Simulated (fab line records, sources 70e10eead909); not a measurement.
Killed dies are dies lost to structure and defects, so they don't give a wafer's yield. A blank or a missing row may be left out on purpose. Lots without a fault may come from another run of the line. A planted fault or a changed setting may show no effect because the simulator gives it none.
Problem report in the 8D (eight disciplines) form, filled by code | flow nand_harc | the parts of the form that need people (team, actions taken, sign-off) are left out

1. THE PROBLEM
killed_dies at NHARC_END_SORT_01 reads a mean of 677 on 3 wafers of 3 lots; wafers without a fault read 66 with a standard deviation of 23. That is +27 standard deviations from the usual mean.
First seen on wafer L750.6, day 32 21:29, on prober-01. The record holds 16 wafers of 6 lots with a number at this step. Rule for "out", or "out of limits": more than 4 standard deviations from the usual mean. The other wafers with a number count as sound.

2. WHAT IT IS AND WHAT IT IS NOT
question                    | is                           | is not
which readings at this step | killed_dies, killed_at_array | killed_at_periphery, killed_open, killed_short
which lots                  | L750, L752, L754             | L740, L742, L744
which wafers of those lots  | L750.6, L752.6, L754.6       | L750.3, L752.3, L754.3, L754.5
read on which gauges        | prober-01                    | prober-02
when                        | from day 32 21:29            | up to then (10 sound wafers); but 3 sound wafers of L752, L754 came after

3. SUSPECTS, AND WHAT RULES EACH OUT
Counting: a tool at a process step up to the reading stays a suspect if it ran every lot that is out. Sound lots after the first of them don't rule it out here, since some wafers of a struck lot are sound.
- the gauge at NHARC_END_SORT_01: kept. All the wafers that are out were read on prober-01, and no step on other tools shows them out.
- ald_metal-02 at NHARC_A_CONTACT_ALD_18 (deposits TiN, target thk 3 nm, pulse time 1 s, ald cycles 150): kept. It ran every lot that is out, first L750 (day 30 15:28).
Left after counting: ald_metal-02 at NHARC_A_CONTACT_ALD_18, prober-01 at NHARC_END_SORT_01.

4. THE CAUSE (what the simulator had put in)
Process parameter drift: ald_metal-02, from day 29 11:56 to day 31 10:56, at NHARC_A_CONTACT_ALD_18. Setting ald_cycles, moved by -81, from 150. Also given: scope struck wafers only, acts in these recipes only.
Counting left 2 suspects, and this tool is among them.

5. THE CHAIN OF EFFECTS, in route order
Each row: a reading whose mean over the struck wafers that have a number lies more than 3 standard deviations from the usual. Only readings for which the record gives a usual standard deviation are gone through. hours: the time from each lot's start at the first step in this table that gives one to its start at this step, as a median over the lots. sigmas: the change in usual standard deviations.
hours | step              | reading         | usual | on struck wafers | change | sigmas
0     | NHARC_END_SORT_01 | killed_at_array | 61    | 671              | +610   | +25
0     | NHARC_END_SORT_01 | killed_dies     | 66    | 677              | +611   | +27

6. WHAT WOULD HAVE CAUGHT IT SOONER
In this record the first reading out of limits at a measuring or inspecting step was taken at day 32 21:29, 82 hours after the fault began at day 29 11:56.
Of the tool readings at NHARC_A_CONTACT_ALD_18 for which the record gives a usual standard deviation, none was out on any struck wafer, so an alarm limit of 4 standard deviations on them would not have fired.
All the lots that are out (3) had begun NHARC_A_CONTACT_ALD_18 on ald_metal-02 by day 32 21:29. A hold on the tool at that time would have spared none of them.
